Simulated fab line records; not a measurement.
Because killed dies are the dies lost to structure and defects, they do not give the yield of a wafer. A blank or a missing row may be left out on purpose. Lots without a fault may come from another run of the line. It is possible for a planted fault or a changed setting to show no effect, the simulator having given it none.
Chamber matching | flow n5-finfet | N5_BEOL_M2_PRE_CLEAN_60 on cvd-co-02: 3 sister chambers
The step time 15 s. 24 wafers are shown with their chamber, then 12 later ones without.

== WAFERS, EACH WITH ITS CHAMBER ==
wafer  | chamber | heater-power-w (W)
L074.4 | 0       | 112
L074.5 | 1       | 68
L074.6 | 2       | 65
L075.1 | 1       | 69
L075.3 | 0       | 113
L075.6 | 1       | 68
L078.1 | 1       | 69
L078.3 | 2       | 67
L078.5 | 0       | 114
L079.2 | 0       | 112
L079.4 | 2       | 65
L079.5 | 0       | 111
L080.1 | 2       | 66
L080.2 | 0       | 116
L080.3 | 1       | 67
L080.4 | 0       | 114
L080.5 | 1       | 67
L080.6 | 2       | 66
L081.3 | 0       | 111
L081.4 | 1       | 69
L081.5 | 2       | 66
L082.2 | 2       | 64
L082.3 | 1       | 69
L082.6 | 0       | 115

SIGNATURES (averages over the wafers above)
reading        | chamber 0 | chamber 1 | chamber 2 | scatter within a chamber
heater-power-w | 113.11    | 68.25     | 65.57     | 1.31
Rule: for a wafer and a chamber, the distance is found by dividing, reading by reading, the gap between the wafer's reading and the chamber's mean by the reading's scatter, squaring, summing and taking the root. The wafer belongs to the nearest chamber; if the next one is less than 2 further off, it can't be placed. The scatter: take each reading less its chamber's mean, square it, sum over the shown wafers, divide by the number of wafers less the number of chambers, and take the root.

== WAFERS WHOSE CHAMBER IS MISSING ==
wafer  | heater-power-w (W)
L085.2 | 68
L085.4 | 66
L085.5 | 112
L086.1 | 66
L086.2 | 113
L086.6 | 115
L088.1 | 66
L088.4 | 69
L088.5 | 65
L092.1 | 112
L092.2 | 66
L092.3 | 67

== WHICH CHAMBER EACH WENT THROUGH ==
wafer  | from the rows above     | in truth
L085.2 | can't be placed: 1 or 2 | 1
L085.4 | can't be placed: 2 or 1 | 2
L085.5 | 0                       | 0
L086.1 | can't be placed: 2 or 1 | 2
L086.2 | 0                       | 0
L086.6 | 0                       | 0
L088.1 | can't be placed: 2 or 1 | 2
L088.4 | 1                       | 1
L088.5 | 2                       | 2
L092.1 | 0                       | 0
L092.2 | can't be placed: 2 or 1 | 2
L092.3 | can't be placed: 1 or 2 | 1
Correctly placed: 6 of 12. These rows do not allow placing 6 (true chamber among the candidates in 6). Number placed wrongly: 0.
